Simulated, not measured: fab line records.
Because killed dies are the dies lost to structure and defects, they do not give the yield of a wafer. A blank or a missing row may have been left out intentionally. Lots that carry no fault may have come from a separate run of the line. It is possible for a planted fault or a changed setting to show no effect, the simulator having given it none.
Which tool did it? / flow n5Finfet / 10 lots with 30 wafers sampled at 3 steps, on a route of 1938 steps

WHAT THE GAUGES SHOWED, per wafer
N5_BEOL_M8_INSPECT_30: inspects for defects (brightfield).
lot=L837; measured=day 9 17:49; on=defectInspect-01; rawDefectCount=339 387 307
lot=L836; measured=day 9 18:16; on=defectInspect-01; rawDefectCount=372 439 458
lot=L839; measured=day 10 01:05; on=defectInspect-01; rawDefectCount=596 539 566
lot=L842; measured=day 10 15:50; on=defectInspect-02; rawDefectCount=325 329 389
lot=L848; measured=day 12 19:03; on=defectInspect-02; rawDefectCount=366 465 369
lot=L849; measured=day 12 21:10; on=defectInspect-01; rawDefectCount=265 364 283
lot=L854; measured=day 13 12:59; on=defectInspect-01; rawDefectCount=408 316 302
lot=L855; measured=day 14 09:42; on=defectInspect-02; rawDefectCount=379 404 317
lot=L856; measured=day 14 17:23; on=defectInspect-02; rawDefectCount=468 494 400
lot=L857; measured=day 14 20:40; on=defectInspect-01; rawDefectCount=432 368 345

TOOL THAT RAN EACH LOT (tool first, then ch and the chambers of the sampled wafers, then the start)
lot=L837; N5_BEOL_M8_DESCUM_16=rieDiel-03 ch 2,3, day 9 13:28; N5_BEOL_M8_STRIP_19=rieDiel-01 ch 0,2,3, day 9 13:54
lot=L836; N5_BEOL_M8_DESCUM_16=rieDiel-03 ch 1,2, day 9 15:32; N5_BEOL_M8_STRIP_19=rieDiel-06 ch 2,3, day 9 15:55
lot=L839; N5_BEOL_M8_DESCUM_16=rieDiel-06 ch 0,2,3, day 10 00:14; N5_BEOL_M8_STRIP_19=rieDiel-06 ch 0,1,3, day 10 00:38
lot=L842; N5_BEOL_M8_DESCUM_16=rieDiel-03 ch 1,3, day 10 12:07; N5_BEOL_M8_STRIP_19=rieDiel-06 ch 1,2,3, day 10 12:39
lot=L848; N5_BEOL_M8_DESCUM_16=rieDiel-03 ch 1,3, day 12 13:54; N5_BEOL_M8_STRIP_19=rieDiel-01 ch 0,2,3, day 12 14:17
lot=L849; N5_BEOL_M8_DESCUM_16=rieDiel-03 ch 1,3, day 12 20:09; N5_BEOL_M8_STRIP_19=rieDiel-03 ch 1,2, day 12 20:34
lot=L854; N5_BEOL_M8_DESCUM_16=rieDiel-01 ch 1,2,3, day 13 11:55; N5_BEOL_M8_STRIP_19=rieDiel-03 ch 0,1,3, day 13 12:18
lot=L855; N5_BEOL_M8_DESCUM_16=rieDiel-01 ch 0,1,3, day 14 08:50; N5_BEOL_M8_STRIP_19=rieDiel-06 ch 1,2,3, day 14 09:14
lot=L856; N5_BEOL_M8_DESCUM_16=rieDiel-01 ch 0,2,3, day 14 15:41; N5_BEOL_M8_STRIP_19=rieDiel-06 ch 0,1,2, day 14 16:05
lot=L857; N5_BEOL_M8_DESCUM_16=rieDiel-01 ch 0,1,3, day 14 19:02; N5_BEOL_M8_STRIP_19=rieDiel-01 ch 1,3, day 14 19:26
- N5_BEOL_M8_DESCUM_16: chemistry O2, time 7.9 s.
- N5_BEOL_M8_STRIP_19: strips in O2.

WHAT THE TOOLS THEMSELVES READ (means of the sampled wafers that have a number; where no wafer has one, the mark that the record gives instead)
N5_BEOL_M8_DESCUM_16.
lot=L837; tool=rieDiel-03; drypumpMotorCurrentA (A)=5.8; oesProductAu (a.u.)=0.78; rfVppV (V)=242.1; showerheadPlenumPTorr (Torr)=2.04; throttleValvePct (%)=20.58
lot=L836; tool=rieDiel-03; drypumpMotorCurrentA (A)=5.1; oesProductAu (a.u.)=0.76; rfVppV (V)=241.4; showerheadPlenumPTorr (Torr)=2.01; throttleValvePct (%)=20.30
lot=L839; tool=rieDiel-06; drypumpMotorCurrentA (A)=5.0; oesProductAu (a.u.)=0.77; rfVppV (V)=242.5; showerheadPlenumPTorr (Torr)=2.07; throttleValvePct (%)=20.49
lot=L842; tool=rieDiel-03; drypumpMotorCurrentA (A)=5.1; oesProductAu (a.u.)=0.83; rfVppV (V)=241.9; showerheadPlenumPTorr (Torr)=2.06; throttleValvePct (%)=20.25
lot=L848; tool=rieDiel-03; drypumpMotorCurrentA (A)=5.1; oesProductAu (a.u.)=0.80; rfVppV (V)=242.8; showerheadPlenumPTorr (Torr)=2.06; throttleValvePct (%)=20.27
lot=L849; tool=rieDiel-03; drypumpMotorCurrentA (A)=5.2; oesProductAu (a.u.)=0.81; rfVppV (V)=242.0; showerheadPlenumPTorr (Torr)=2.06; throttleValvePct (%)=20.28
lot=L854; tool=rieDiel-01; drypumpMotorCurrentA (A)=5.8; oesProductAu (a.u.)=0.80; rfVppV (V)=244.2; showerheadPlenumPTorr (Torr)=2.14; throttleValvePct (%)=20.43
lot=L855; tool=rieDiel-01; drypumpMotorCurrentA (A)=5.9; oesProductAu (a.u.)=0.89; rfVppV (V)=243.4; showerheadPlenumPTorr (Torr)=2.10; throttleValvePct (%)=20.31
lot=L856; tool=rieDiel-01; drypumpMotorCurrentA (A)=5.8; oesProductAu (a.u.)=0.84; rfVppV (V)=245.2; showerheadPlenumPTorr (Torr)=2.14; throttleValvePct (%)=20.47
lot=L857; tool=rieDiel-01; drypumpMotorCurrentA (A)=6.0; oesProductAu (a.u.)=0.88; rfVppV (V)=243.5; showerheadPlenumPTorr (Torr)=2.10; throttleValvePct (%)=20.31

N5_BEOL_M8_STRIP_19.
lot=L837; tool=rieDiel-01; drypumpMotorCurrentA (A)=5.7; oesProductAu (a.u.)=0.78; rfVppV (V)=4.1; showerheadPlenumPTorr (Torr)=2.16; throttleValvePct (%)=16.76
lot=L836; tool=rieDiel-06; drypumpMotorCurrentA (A)=5.0; oesProductAu (a.u.)=0.80; rfVppV (V)=4.0; showerheadPlenumPTorr (Torr)=2.04; throttleValvePct (%)=16.55
lot=L839; tool=rieDiel-06; drypumpMotorCurrentA (A)=5.1; oesProductAu (a.u.)=0.76; rfVppV (V)=3.4; showerheadPlenumPTorr (Torr)=2.11; throttleValvePct (%)=16.69
lot=L842; tool=rieDiel-06; drypumpMotorCurrentA (A)=5.2; oesProductAu (a.u.)=0.79; rfVppV (V)=4.3; showerheadPlenumPTorr (Torr)=2.07; throttleValvePct (%)=16.69
lot=L848; tool=rieDiel-01; drypumpMotorCurrentA (A)=5.7; oesProductAu (a.u.)=0.76; rfVppV (V)=3.8; showerheadPlenumPTorr (Torr)=2.15; throttleValvePct (%)=16.81
lot=L849; tool=rieDiel-03; drypumpMotorCurrentA (A)=5.2; oesProductAu (a.u.)=0.74; rfVppV (V)=4.4; showerheadPlenumPTorr (Torr)=2.01; throttleValvePct (%)=16.59
lot=L854; tool=rieDiel-03; drypumpMotorCurrentA (A)=5.6; oesProductAu (a.u.)=0.87; rfVppV (V)=3.3; showerheadPlenumPTorr (Torr)=2.11; throttleValvePct (%)=16.58
lot=L855; tool=rieDiel-06; drypumpMotorCurrentA (A)=5.2; oesProductAu (a.u.)=0.76; rfVppV (V)=3.7; showerheadPlenumPTorr (Torr)=2.05; throttleValvePct (%)=16.74
lot=L856; tool=rieDiel-06; drypumpMotorCurrentA (A)=5.2; oesProductAu (a.u.)=0.73; rfVppV (V)=4.7; showerheadPlenumPTorr (Torr)=2.09; throttleValvePct (%)=16.91
lot=L857; tool=rieDiel-01; drypumpMotorCurrentA (A)=6.0; oesProductAu (a.u.)=0.82; rfVppV (V)=3.9; showerheadPlenumPTorr (Torr)=2.10; throttleValvePct (%)=16.50

THE ANSWER, worked out from the rows above alone
Rule: what is usual is taken from the lots themselves. The widest of any qualifying gaps counts: lots, ordered by their means at a reading, are off when they make up no more than a third of the lots, leave a main group of 4 or more, and stand apart from it by 3 or more times the standard deviation of that group's means. A main group is skipped when, at the precision printed for the reading in the tables above, its means are all equal. Also off: a lot with no number at a reading for which 4 or more lots have one. The other lots that the step has rows for count as sound. After the gauges, taken in route order, come the tools' own readings; for these a lot's mean is taken, as printed above. At the first step where some lot is off, the reading lying furthest off is the one used; lots without a number count as furthest.
No lot is off at any reading shown: from this, nothing can be told.

WHAT HAD BEEN PUT IN BY THE SIMULATOR
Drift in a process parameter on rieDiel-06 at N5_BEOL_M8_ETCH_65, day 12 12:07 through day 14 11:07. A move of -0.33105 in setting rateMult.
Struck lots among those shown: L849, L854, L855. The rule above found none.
